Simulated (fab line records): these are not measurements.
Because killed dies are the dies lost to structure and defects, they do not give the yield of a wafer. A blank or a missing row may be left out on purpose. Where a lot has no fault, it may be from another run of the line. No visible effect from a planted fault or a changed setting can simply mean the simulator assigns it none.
2 desks looking at one fault / flow n5_finfet / each desk holds nothing but its own numbers, with what lay behind them at the end

## AT THE TOOL OWNER'S DESK: ald_metal-03
The tool's own readings at N5_BEOL_M7_ALD_77 (deposits TaN, target thk 2 nm, pulse time 2 s, purge time 3 s): means of the sampled wafers that have a number, for each lot that ran on this tool. A lot is out of limits, marked OUT, if its mean lies more than 4 standard deviations from the usual mean; the brackets give that distance.
Columns: A = heater_power_outer_w at N5_BEOL_M7_ALD_77, usual 238 W; B = heater_power_w at N5_BEOL_M7_ALD_77, usual 439 W
lot=L128; first seen here=day 13 16:59; A=241; B=437
lot=L132; first seen here=day 13 19:45; A=231; B=407
lot=L136; first seen here=day 15 01:09; A=227; B=411
lot=L138; first seen here=day 15 07:25; A=244; B=436
lot=L143; first seen here=day 17 01:40; A=225; B=407
Finding of this desk: none of the 5 lots has anything out of limits.

## METROLOGY DESK
What the gauges read for every lot (on any tool): the sampled wafers with a number, averaged. A lot is out of limits, marked OUT, if its mean lies more than 4 standard deviations from the usual mean; the brackets give that distance. It has 35 readings, of which 7 appear: the earliest out of limits, and the ones furthest out on some lot.
Columns: A = ION_N at N5_BEOL_M4_RC_MEAS_101, usual 681 uA/um; B = ION_P at N5_BEOL_M4_RC_MEAS_101, usual 463 uA/um; C = COMB_M11 at N5_BEOL_M15_RC_MEAS_101, usual 1.42e-11 S/m; D = COMB_M7 at N5_BEOL_M15_RC_MEAS_101, usual 2.6e-11 S/m; E = COMB_M7_max_site at N5_BEOL_M15_RC_MEAS_101, usual 3.7e-11 S/m; F = COMB_M9 at N5_BEOL_M15_RC_MEAS_101, usual 1.42e-11 S/m; G = SERP_M13 at N5_BEOL_M15_RC_MEAS_101, usual 0.313 ohm/um
lot=L128; first seen here=day 12 09:55; A=686; B=461; C=1.36e-11; D=3.1e-11; E=4.2e-11; F=1.49e-11; G=0.309
lot=L132; first seen here=day 12 17:31; A=673; B=457; C=1.01e-11; D=2.4e-11; E=3.8e-11; F=1.67e-11; G=0.307
lot=L133; first seen here=day 13 17:46; A=692; B=470; C=1.73e-11; D=2.9e-11; E=4.2e-11; F=1.19e-11; G=0.301
lot=L136; first seen here=day 13 21:57; A=672; B=459; C=1.06e-11; D=2.5e-11; E=3.7e-11; F=1.54e-11; G=0.308
lot=L138; first seen here=day 14 05:20; A=708; B=477; C=1.43e-11; D=3.7e-11; E=2.0e-10 (+16) OUT; F=1.63e-11; G=0.326
lot=L143; first seen here=day 15 22:14; A=673; B=457; C=1.41e-11; D=5.7e-11 (+6.1) OUT; E=2.8e-10 (+24) OUT; F=1.46e-11; G=0.322
lot=L148; first seen here=day 17 01:52; A=678; B=462; C=1.62e-11; D=2.7e-11; E=3.9e-11; F=9.90e-12; G=0.314
Per this desk, out of limits: L138, L143; the first was L138, day 17 19:54 (COMB_M7_max_site at N5_BEOL_M15_RC_MEAS_101). L128, L132, L133, L136, L148 stayed within limits.

## TAKEN TOGETHER
An alarm was possible from the metrology desk at day 17 19:54, on L138, L143.
The tool owner's desk saw nothing out of limits.
The tool owner's desk has L138, L143 on record, within its limits.
On ald_metal-03, each named lot ran N5_BEOL_M7_ALD_77.

## WHAT WAS PUT IN BY THE SIMULATOR
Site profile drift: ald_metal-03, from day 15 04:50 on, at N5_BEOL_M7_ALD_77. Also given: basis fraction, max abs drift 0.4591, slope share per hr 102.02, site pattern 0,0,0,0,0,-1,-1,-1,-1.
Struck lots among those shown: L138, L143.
Delay in hours, fault start to first out-of-limits reading, per desk: metrology desk 63.
